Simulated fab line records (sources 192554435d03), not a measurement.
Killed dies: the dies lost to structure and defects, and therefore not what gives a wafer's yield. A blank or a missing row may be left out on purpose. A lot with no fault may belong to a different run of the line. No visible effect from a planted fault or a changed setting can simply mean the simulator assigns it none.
Which of the tools did it? / flow n5_finfet / 7 lots with 21 wafers sampled at 8 steps, on a route of 1938 steps

== WHAT THE GAUGES SHOWED, per wafer ==
N5_BEOL_M10_CD_MEAS_11: target cd 64.1 nm.
lot=L577; measured=day 11 09:01; on=cd_sem-02; cd_nm (nm)=64.8 64.9 64.3
lot=L585; measured=day 13 04:50; on=cd_sem-03; cd_nm (nm)=64.3 64.6 64.0
lot=L586; measured=day 13 09:35; on=cd_sem-03; cd_nm (nm)=63.9 65.0 64.9
lot=L588; measured=day 13 22:20; on=cd_sem-01; cd_nm (nm)=64.9 63.1 64.7
lot=L593; measured=day 15 03:02; on=cd_sem-01; cd_nm (nm)=64.5 65.0 64.6
lot=L597; measured=day 16 06:14; on=cd_sem-02; cd_nm (nm)=64.4 64.4 63.6
lot=L598; measured=day 16 09:45; on=cd_sem-02; cd_nm (nm)=63.9 64.4 63.7

N5_BEOL_M10_OCD_MEAS_38.
lot=L577; measured=day 11 12:36; on=ocd-02; trench_depth_nm (nm)=147 155 145
lot=L585; measured=day 13 06:23; on=ocd-02; trench_depth_nm (nm)=149 191 191
lot=L586; measured=day 13 12:47; on=ocd-02; trench_depth_nm (nm)=195 149 151
lot=L588; measured=day 13 23:53; on=ocd-01; trench_depth_nm (nm)=151 149 147
lot=L593; measured=day 15 04:49; on=ocd-01; trench_depth_nm (nm)=151 155 156
lot=L597; measured=day 16 08:53; on=ocd-01; trench_depth_nm (nm)=147 151 151
lot=L598; measured=day 16 11:52; on=ocd-01; trench_depth_nm (nm)=146 155 147

N5_BEOL_M10_THK_MEAS_53: measures by xrf.
lot=L577; measured=day 11 15:47; on=film_metro-02; M10_THK (nm)=139 150 135
lot=L585; measured=day 13 09:20; on=film_metro-02; M10_THK (nm)=142 182 181
lot=L586; measured=day 13 15:16; on=film_metro-02; M10_THK (nm)=187 142 142
lot=L588; measured=day 14 03:23; on=film_metro-01; M10_THK (nm)=144 143 138
lot=L593; measured=day 15 07:22; on=film_metro-02; M10_THK (nm)=142 146 146
lot=L597; measured=day 16 11:18; on=film_metro-02; M10_THK (nm)=140 143 142
lot=L598; measured=day 16 13:46; on=film_metro-02; M10_THK (nm)=141 149 140

N5_BEOL_M10_RS_MEAS_57: uses a four-point probe to measure.
lot=L577; measured=day 11 15:57; on=film_metro-02; M10_RS (ohm/sq)=0.153 0.142 0.158
lot=L585; measured=day 13 09:28; on=film_metro-02; M10_RS (ohm/sq)=0.150 0.114 0.116
lot=L586; measured=day 13 15:26; on=film_metro-02; M10_RS (ohm/sq)=0.111 0.150 0.149
lot=L588; measured=day 14 03:32; on=film_metro-02; M10_RS (ohm/sq)=0.149 0.149 0.155
lot=L593; measured=day 15 07:30; on=film_metro-01; M10_RS (ohm/sq)=0.150 0.146 0.145
lot=L597; measured=day 16 11:26; on=film_metro-01; M10_RS (ohm/sq)=0.154 0.150 0.152
lot=L598; measured=day 16 13:55; on=film_metro-01; M10_RS (ohm/sq)=0.152 0.143 0.153

N5_BEOL_M15_RC_MEAS_101.
lot=L577; measured=day 12 19:16; on=prober-02; COMB_M11 (S/m)=1.4e-11 1.6e-11 1.8e-11; COMB_M12 (S/m)=7.8e-12 1e-11 7e-12; COMB_M13 (S/m)=5.4e-12 5e-12 3.4e-12; COMB_M14 (S/m)=3.5e-12 5e-12 4.2e-12; COMB_M15 (S/m)=3.3e-12 3.3e-12 2.7e-12; COMB_M5 (S/m)=3.1e-11 4.2e-11 4.4e-11; COMB_M6 (S/m)=2.2e-11 1.9e-11 2.8e-11; COMB_M7 (S/m)=2.2e-11 2.5e-11 2.6e-11; COMB_M8 (S/m)=2.7e-11 2.9e-11 3e-11; COMB_M9 (S/m)=1.6e-11 1.8e-11 2.1e-11; SERP_M10 (ohm/um)=3.04 2.86 3.16; SERP_M10_max_site (ohm/um)=3.06 2.89 3.22; SERP_M11 (ohm/um)=3.10 3.14 3.23; SERP_M12 (ohm/um)=0.672 0.705 0.635; SERP_M13 (ohm/um)=0.307 0.313 0.311; SERP_M14 (ohm/um)=0.160 0.162 0.160; SERP_M5 (ohm/um)=42.1 39.9 41.2; SERP_M6 (ohm/um)=14.0 15.0 12.8; SERP_M6_max_site (ohm/um)=14.4 15.2 13.6; SERP_M7 (ohm/um)=12.5 13.4 13.3; SERP_M8 (ohm/um)=14.3 13.9 14.7; SERP_M9 (ohm/um)=2.92 3.01 3.21
lot=L585; measured=day 14 13:37; on=prober-01; COMB_M11 (S/m)=1.1e-11 1.3e-11 1.1e-11; COMB_M12 (S/m)=5.4e-12 6.3e-12 5.8e-12; COMB_M13 (S/m)=5.9e-12 6.2e-12 4.7e-12; COMB_M14 (S/m)=3e-12 1.9e-12 3.6e-12; COMB_M15 (S/m)=1.9e-12 1.7e-12 9e-13; COMB_M5 (S/m)=2.5e-11 2.4e-11 3.9e-11; COMB_M6 (S/m)=2.6e-11 2e-11 2.4e-11; COMB_M7 (S/m)=2.5e-11 3.2e-11 2.2e-11; COMB_M8 (S/m)=1.5e-11 2.9e-11 2.7e-11; COMB_M9 (S/m)=1.3e-11 1.2e-11 9e-12; SERP_M10 (ohm/um)=3.01 2.25 2.37; SERP_M10_max_site (ohm/um)=3.14 2.31 2.47; SERP_M11 (ohm/um)=3.14 3.01 3.19; SERP_M12 (ohm/um)=0.623 0.623 0.631; SERP_M13 (ohm/um)=0.315 0.311 0.319; SERP_M14 (ohm/um)=0.155 0.158 0.161; SERP_M5 (ohm/um)=38.8 35.3 36.6; SERP_M6 (ohm/um)=11.9 13.2 13.0; SERP_M6_max_site (ohm/um)=12.7 13.7 13.6; SERP_M7 (ohm/um)=13.1 13.1 13.1; SERP_M8 (ohm/um)=13.9 13.2 14.3; SERP_M9 (ohm/um)=3.08 3.06 3.05
lot=L586; measured=day 15 04:25; on=prober-02; COMB_M11 (S/m)=1.3e-11 2.6e-11 1.6e-11; COMB_M12 (S/m)=6.8e-12 5.5e-12 7.4e-12; COMB_M13 (S/m)=4.2e-12 4.2e-12 5.3e-12; COMB_M14 (S/m)=5e-12 4e-12 6.3e-12; COMB_M15 (S/m)=2.5e-12 2.9e-12 3.6e-12; COMB_M5 (S/m)=3.9e-11 3.7e-11 3.8e-11; COMB_M6 (S/m)=2.2e-11 2.2e-11 2.2e-11; COMB_M7 (S/m)=2.8e-11 2.6e-11 2.9e-11; COMB_M8 (S/m)=2.1e-11 2.4e-11 2e-11; COMB_M9 (S/m)=1.4e-11 1.4e-11 1.1e-11; SERP_M10 (ohm/um)=2.21 3.00 2.95; SERP_M10_max_site (ohm/um)=2.28 3.08 3.03; SERP_M11 (ohm/um)=2.96 3.12 3.05; SERP_M12 (ohm/um)=0.654 0.640 0.631; SERP_M13 (ohm/um)=0.318 0.324 0.310; SERP_M14 (ohm/um)=0.155 0.170 0.149; SERP_M5 (ohm/um)=39.4 37.1 39.3; SERP_M6 (ohm/um)=14.6 13.3 13.0; SERP_M6_max_site (ohm/um)=15.0 13.9 13.5; SERP_M7 (ohm/um)=14.2 13.3 14.3; SERP_M8 (ohm/um)=13.2 12.6 13.0; SERP_M9 (ohm/um)=3.13 3.04 3.09
lot=L588; measured=day 15 17:56; on=prober-02; COMB_M11 (S/m)=1.2e-11 1.5e-11 1.7e-11; COMB_M12 (S/m)=5.8e-12 7.6e-12 5.5e-12; COMB_M13 (S/m)=5.8e-12 5.1e-12 5.8e-12; COMB_M14 (S/m)=3.7e-12 3.8e-12 4.6e-12; COMB_M15 (S/m)=2.8e-12 2.5e-12 1.9e-12; COMB_M5 (S/m)=2.9e-11 4.1e-11 6.8e-11; COMB_M6 (S/m)=2e-11 1.6e-11 2.3e-11; COMB_M7 (S/m)=3.3e-11 3.2e-11 2.2e-11; COMB_M8 (S/m)=2.7e-11 2.2e-11 2.5e-11; COMB_M9 (S/m)=1.7e-11 1.4e-11 2.2e-11; SERP_M10 (ohm/um)=2.98 3.05 3.15; SERP_M10_max_site (ohm/um)=3.02 3.16 3.18; SERP_M11 (ohm/um)=3.21 3.20 3.02; SERP_M12 (ohm/um)=0.666 0.652 0.678; SERP_M13 (ohm/um)=0.313 0.315 0.310; SERP_M14 (ohm/um)=0.160 0.160 0.153; SERP_M5 (ohm/um)=38.3 38.6 37.2; SERP_M6 (ohm/um)=12.7 13.5 13.1; SERP_M6_max_site (ohm/um)=12.9 14.0 13.3; SERP_M7 (ohm/um)=14.7 13.5 13.4; SERP_M8 (ohm/um)=15.0 15.1 14.1; SERP_M9 (ohm/um)=3.12 3.05 3.07
lot=L593; measured=day 16 13:16; on=prober-01; COMB_M11 (S/m)=1.4e-11 1.5e-11 1e-11; COMB_M12 (S/m)=5.1e-12 4e-12 6.2e-12; COMB_M13 (S/m)=4.3e-12 3.9e-12 4.8e-12; COMB_M14 (S/m)=3.4e-12 1.8e-12 3.7e-12; COMB_M15 (S/m)=2e-12 1.4e-12 1.5e-12; COMB_M5 (S/m)=3.1e-11 3.5e-11 2.2e-11; COMB_M6 (S/m)=2.1e-11 2.3e-11 3e-11; COMB_M7 (S/m)=2.6e-11 2.3e-11 2.1e-11; COMB_M8 (S/m)=2.1e-11 1.9e-11 2.7e-11; COMB_M9 (S/m)=1.2e-11 1.7e-11 1.3e-11; SERP_M10 (ohm/um)=3.03 2.89 2.87; SERP_M10_max_site (ohm/um)=3.14 2.95 3.00; SERP_M11 (ohm/um)=3.12 3.02 3.03; SERP_M12 (ohm/um)=0.641 0.660 0.676; SERP_M13 (ohm/um)=0.320 0.320 0.306; SERP_M14 (ohm/um)=0.153 0.164 0.164; SERP_M5 (ohm/um)=35.9 35.8 41.3; SERP_M6 (ohm/um)=14.7 13.4 14.7; SERP_M6_max_site (ohm/um)=15.3 13.9 15.3; SERP_M7 (ohm/um)=15.2 14.0 14.7; SERP_M8 (ohm/um)=14.5 14.5 14.3; SERP_M9 (ohm/um)=3.09 3.09 3.21
lot=L597; measured=day 17 23:19; on=prober-02; COMB_M11 (S/m)=1.4e-11 1.5e-11 1.7e-11; COMB_M12 (S/m)=5e-12 5.8e-12 6.1e-12; COMB_M13 (S/m)=4.9e-12 5.1e-12 6.3e-12; COMB_M14 (S/m)=3.4e-12 4.2e-12 4.4e-12; COMB_M15 (S/m)=2.9e-12 3.8e-12 2.1e-12; COMB_M5 (S/m)=3.6e-11 4e-11 4.2e-11; COMB_M6 (S/m)=2.5e-11 2.5e-11 2.1e-11; COMB_M7 (S/m)=3.4e-11 2.9e-11 4.2e-11; COMB_M8 (S/m)=3.2e-11 3.7e-11 4e-11; COMB_M9 (S/m)=1.5e-11 1.7e-11 1e-11; SERP_M10 (ohm/um)=3.13 2.99 3.06; SERP_M10_max_site (ohm/um)=3.25 3.10 3.11; SERP_M11 (ohm/um)=2.96 3.13 3.03; SERP_M12 (ohm/um)=0.633 0.610 0.660; SERP_M13 (ohm/um)=0.308 0.311 0.310; SERP_M14 (ohm/um)=0.162 0.166 0.162; SERP_M5 (ohm/um)=36.4 38.7 39.2; SERP_M6 (ohm/um)=13.2 13.1 14.2; SERP_M6_max_site (ohm/um)=13.6 13.8 14.8; SERP_M7 (ohm/um)=15.7 13.7 15.0; SERP_M8 (ohm/um)=13.0 13.4 12.8; SERP_M9 (ohm/um)=3.09 3.19 3.11
lot=L598; measured=day 18 04:22; on=prober-02; COMB_M11 (S/m)=1.2e-11 1.5e-11 1.5e-11; COMB_M12 (S/m)=8.5e-12 6.8e-12 5.7e-12; COMB_M13 (S/m)=5.5e-12 6e-12 6.9e-12; COMB_M14 (S/m)=2.6e-12 2.9e-12 2.8e-12; COMB_M15 (S/m)=3e-12 2.2e-12 3.4e-12; COMB_M5 (S/m)=4.3e-11 3.4e-11 3.8e-11; COMB_M6 (S/m)=2.4e-11 2.3e-11 2.5e-11; COMB_M7 (S/m)=2.5e-11 2.8e-11 2.4e-11; COMB_M8 (S/m)=2.2e-11 3.2e-11 2.8e-11; COMB_M9 (S/m)=1.2e-11 1e-11 1.2e-11; SERP_M10 (ohm/um)=3.10 2.91 3.08; SERP_M10_max_site (ohm/um)=3.16 3.00 3.34; SERP_M11 (ohm/um)=3.01 3.16 3.23; SERP_M12 (ohm/um)=0.618 0.645 0.599; SERP_M13 (ohm/um)=0.322 0.314 0.312; SERP_M14 (ohm/um)=0.160 0.164 0.158; SERP_M5 (ohm/um)=38.2 40.1 35.9; SERP_M6 (ohm/um)=13.7 13.6 14.2; SERP_M6_max_site (ohm/um)=14.2 14.4 14.9; SERP_M7 (ohm/um)=13.0 13.7 12.9; SERP_M8 (ohm/um)=14.0 13.5 14.0; SERP_M9 (ohm/um)=2.94 2.93 3.00

== TOOL THAT RAN EACH LOT (tool first, then ch and the chambers of the sampled wafers, then the start) ==
lot=L577; N5_BEOL_M10_TRENCH_ETCH_37=rie_diel-04 ch 1,2,3, day 11 12:25; N5_BEOL_M10_DEGAS_44=pvd_sputter-02, day 11 13:35; N5_BEOL_M10_ALD_74=ald_metal-02 ch 0,1,2, day 11 13:41
lot=L585; N5_BEOL_M10_TRENCH_ETCH_37=rie_diel-06 ch 0,1, day 13 06:12; N5_BEOL_M10_DEGAS_44=pvd_sputter-01, day 13 07:13; N5_BEOL_M10_ALD_74=ald_metal-02 ch 0,1, day 13 07:21
lot=L586; N5_BEOL_M10_TRENCH_ETCH_37=rie_diel-06 ch 0,1,3, day 13 12:36; N5_BEOL_M10_DEGAS_44=pvd_sputter-02, day 13 13:40; N5_BEOL_M10_ALD_74=ald_metal-02 ch 0,2, day 13 13:46
lot=L588; N5_BEOL_M10_TRENCH_ETCH_37=rie_diel-01 ch 1,2,3, day 13 23:41; N5_BEOL_M10_DEGAS_44=pvd_sputter-03, day 14 00:28; N5_BEOL_M10_ALD_74=ald_metal-04 ch 0,1, day 14 00:34
lot=L593; N5_BEOL_M10_TRENCH_ETCH_37=rie_diel-04 ch 0,1, day 15 04:38; N5_BEOL_M10_DEGAS_44=pvd_sputter-03, day 15 05:38; N5_BEOL_M10_ALD_74=ald_metal-03 ch 1,2,3, day 15 05:49
lot=L597; N5_BEOL_M10_TRENCH_ETCH_37=rie_diel-01 ch 0,1,2, day 16 08:42; N5_BEOL_M10_DEGAS_44=pvd_sputter-02, day 16 09:31; N5_BEOL_M10_ALD_74=ald_metal-03 ch 0,2,3, day 16 09:46
lot=L598; N5_BEOL_M10_TRENCH_ETCH_37=rie_diel-06 ch 0,1,3, day 16 11:40; N5_BEOL_M10_DEGAS_44=pvd_sputter-03, day 16 12:24; N5_BEOL_M10_ALD_74=ald_metal-04 ch 0,2,3, day 16 12:30
- N5_BEOL_M10_TRENCH_ETCH_37: etches SiCOH lowk in C4F6/O2, target depth 148.83 nm, time 48 s.
- N5_BEOL_M10_DEGAS_44: time 60 s.
- N5_BEOL_M10_ALD_74: deposits TaN, target thk 2 nm, pulse time 2 s, purge time 3 s.

== WHAT THE TOOLS THEMSELVES READ (means of the sampled wafers that have a number; where no wafer has one, the mark that the record gives instead) ==
N5_BEOL_M10_TRENCH_ETCH_37.
lot=L577; tool=rie_diel-04; drypump_motor_current_A (A)=5.6; oes_ar_750_au (a.u.)=0.79; oes_product_au (a.u.)=0.80; rf_vpp_V (V)=665; run_length_s (s)=71.2; showerhead_plenum_p_Torr (Torr)=2.83; throttle_valve_pct (%)=20.87
lot=L585; tool=rie_diel-06; drypump_motor_current_A (A)=5.6; oes_ar_750_au (a.u.)=0.75; oes_product_au (a.u.)=0.73; rf_vpp_V (V)=640; run_length_s (s)=81.3; showerhead_plenum_p_Torr (Torr)=2.94; throttle_valve_pct (%)=20.74
lot=L586; tool=rie_diel-06; drypump_motor_current_A (A)=5.6; oes_ar_750_au (a.u.)=0.78; oes_product_au (a.u.)=0.78; rf_vpp_V (V)=641; run_length_s (s)=76.3; showerhead_plenum_p_Torr (Torr)=2.89; throttle_valve_pct (%)=20.80
lot=L588; tool=rie_diel-01; drypump_motor_current_A (A)=5.7; oes_ar_750_au (a.u.)=0.87; oes_product_au (a.u.)=0.86; rf_vpp_V (V)=663; run_length_s (s)=71.4; showerhead_plenum_p_Torr (Torr)=2.76; throttle_valve_pct (%)=20.67
lot=L593; tool=rie_diel-04; drypump_motor_current_A (A)=5.9; oes_ar_750_au (a.u.)=0.80; oes_product_au (a.u.)=0.83; rf_vpp_V (V)=680; run_length_s (s)=71.0; showerhead_plenum_p_Torr (Torr)=2.85; throttle_valve_pct (%)=20.96
lot=L597; tool=rie_diel-01; drypump_motor_current_A (A)=5.4; oes_ar_750_au (a.u.)=0.80; oes_product_au (a.u.)=0.80; rf_vpp_V (V)=665; run_length_s (s)=71.6; showerhead_plenum_p_Torr (Torr)=2.82; throttle_valve_pct (%)=20.86
lot=L598; tool=rie_diel-06; drypump_motor_current_A (A)=5.6; oes_ar_750_au (a.u.)=0.86; oes_product_au (a.u.)=0.85; rf_vpp_V (V)=654; run_length_s (s)=71.2; showerhead_plenum_p_Torr (Torr)=2.87; throttle_valve_pct (%)=20.75

N5_BEOL_M10_DEGAS_44.
lot=L577; tool=pvd_sputter-02; heater_power_w (W)=322
lot=L585; tool=pvd_sputter-01; heater_power_w (W)=331
lot=L586; tool=pvd_sputter-02; heater_power_w (W)=319
lot=L588; tool=pvd_sputter-03; heater_power_w (W)=334
lot=L593; tool=pvd_sputter-03; heater_power_w (W)=339
lot=L597; tool=pvd_sputter-02; heater_power_w (W)=321
lot=L598; tool=pvd_sputter-03; heater_power_w (W)=343

N5_BEOL_M10_ALD_74.
lot=L577; tool=ald_metal-02; heater_power_w (W)=345
lot=L585; tool=ald_metal-02; heater_power_w (W)=368
lot=L586; tool=ald_metal-02; heater_power_w (W)=344
lot=L588; tool=ald_metal-04; heater_power_w (W)=408
lot=L593; tool=ald_metal-03; heater_power_w (W)=430
lot=L597; tool=ald_metal-03; heater_power_w (W)=398
lot=L598; tool=ald_metal-04; heater_power_w (W)=420

== THE ANSWER, worked out from the rows above alone ==
Rule: the lots themselves supply what counts as usual. The widest of any qualifying gaps counts: lots, ordered by their means at a reading, are off when they make up no more than a third of the lots, leave a main group of 4 or more, and stand apart from it by 3 or more times the standard deviation of that group's means. The tables above print the reading to a certain number of digits; a main group whose means all agree to those digits is not used. Also off: a lot with no number at a reading for which 4 or more lots have one. All remaining lots with rows at the step are treated as sound. First the gauges in route order, then the tools' own readings, where a lot's mean is used as printed above. The first step at which some lot is off is used, and at that step the reading that is off furthest; a lot without a number counts as furthest.
Off: L585, L586, at N5_BEOL_M10_OCD_MEAS_38 (trench_depth_nm). The main group: mean 150 nm, standard deviation 1.9.
If a tool, at a process step before that reading, ran all the lots that are off and no sound lot after the first of them, it fits. The gauges at N5_BEOL_M10_OCD_MEAS_38 aren't tried: what is off there is off at N5_BEOL_M10_THK_MEAS_53 too, on other tools, and a gauge's error can't cause that. No candidate that was tried fits.

== WHAT THE SIMULATOR HAD INSERTED ==
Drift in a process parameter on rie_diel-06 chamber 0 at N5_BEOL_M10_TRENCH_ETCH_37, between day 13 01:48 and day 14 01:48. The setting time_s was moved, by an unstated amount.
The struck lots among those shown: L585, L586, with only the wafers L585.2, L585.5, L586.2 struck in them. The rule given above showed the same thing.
